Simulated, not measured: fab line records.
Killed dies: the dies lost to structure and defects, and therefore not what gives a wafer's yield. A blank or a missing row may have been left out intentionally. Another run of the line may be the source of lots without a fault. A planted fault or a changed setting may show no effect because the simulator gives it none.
Comparing a struck lot with a sound one + flow nandHarc + 13 steps out of a route of 1302
Sound: these wafers, L913.3, L913.4, L913.6. Struck: wafer L921.1. (L921.2, L921.4 of the same lot were not struck and are left out.) The cause comes at the end.
Per side, at each step with rows, come the tool, then ch with its chambers, and then its first start. Under that, the readings that differ: sound wafers + struck wafers + difference of the means + sigmas: that difference in standard deviations of wafers without a fault.
alike: readings with means less than 2 such deviations apart, plus words and numbers identical on both sides. not compared: withheld readings, readings lacking a value on some wafer, bounds such as >300 that could conceal the same value, and numbers that have no deviation in the record and whose values overlap.
Wherever a step has rows on one side only, a row that says differs or no value, or a row with sigmas, the two part there. Numbers that don't overlap but have no deviation are shown without sigmas and don't part them. A reading missing from all wafers of one side parts the sides only when that side holds two or more wafers.

first, 2 steps without rows for these wafers: NHARC_A_ONON_D1_ANNEAL_15 (time 3600 s); NHARC_A_ONON_D1_DEP_16 (target thk 1000 nm).
NHARC_A_ONON_D1_THK_MEAS_18: measures by ellipsometry.
  struck on filmMetro-02, day 13 00:20; sound on filmMetro-01, day 9 22:28
  alike: thkNm
next comes 1 step that has no rows for these wafers: NHARC_A_ONON_D1_DEP_19 (target thickness 1000 nm).
NHARC_A_ONON_D1_THK_MEAS_21: measures by ellipsometry.
  struck on filmMetro-02, day 13 00:55; sound on filmMetro-02, day 9 23:02
  alike: thkNm
next comes 1 step that has no rows for these wafers: NHARC_A_ONON_D1_DEP_22 (target thickness 1000 nm).
NHARC_A_ONON_D1_THK_MEAS_24: measures by ellipsometry.
  struck on filmMetro-01, day 13 01:28; sound on filmMetro-02, day 9 23:35
  alike: thkNm
next comes 1 step that has no rows for these wafers: NHARC_A_ONON_D1_DEP_25 (target thickness 1000 nm).
NHARC_A_ONON_D1_THK_MEAS_27: measures by ellipsometry.
  struck on filmMetro-01, day 13 02:02; sound on filmMetro-02, day 10 00:10
  alike: thkNm
next comes 1 step that has no rows for these wafers: NHARC_A_ONON_D1_DEP_28 (target thickness 1000 nm).
NHARC_A_ONON_D1_THK_MEAS_30: measures by ellipsometry.
  struck on filmMetro-01, day 13 02:37; sound on filmMetro-02, day 10 00:43
  alike: thkNm
NHARC_A_ONON_D1_DEP_33: deposits SiO2, target thk 200 nm.
  sound on pecvd-03 ch 0,1, day 10 00:50; struck on pecvd-03 ch 1, day 13 02:43
  alike: heaterPowerW, throttleValvePct
NHARC_A_ONON_D1_THK_MEAS_34: measures by ellipsometry.
  struck on filmMetro-02, day 13 03:15; sound on filmMetro-01, day 10 01:11
| reading    | sound       | struck | difference | sigmas |
|------------|-------------|--------|------------|--------|
| thkNm (nm) | 198 204 202 | 262    | +61        | +20    |
  not compared: hold

== WHERE THEY PART ==
Only at NHARC_A_ONON_D1_THK_MEAS_34, as far as this record shows.

WHY: the cause the simulator had injected
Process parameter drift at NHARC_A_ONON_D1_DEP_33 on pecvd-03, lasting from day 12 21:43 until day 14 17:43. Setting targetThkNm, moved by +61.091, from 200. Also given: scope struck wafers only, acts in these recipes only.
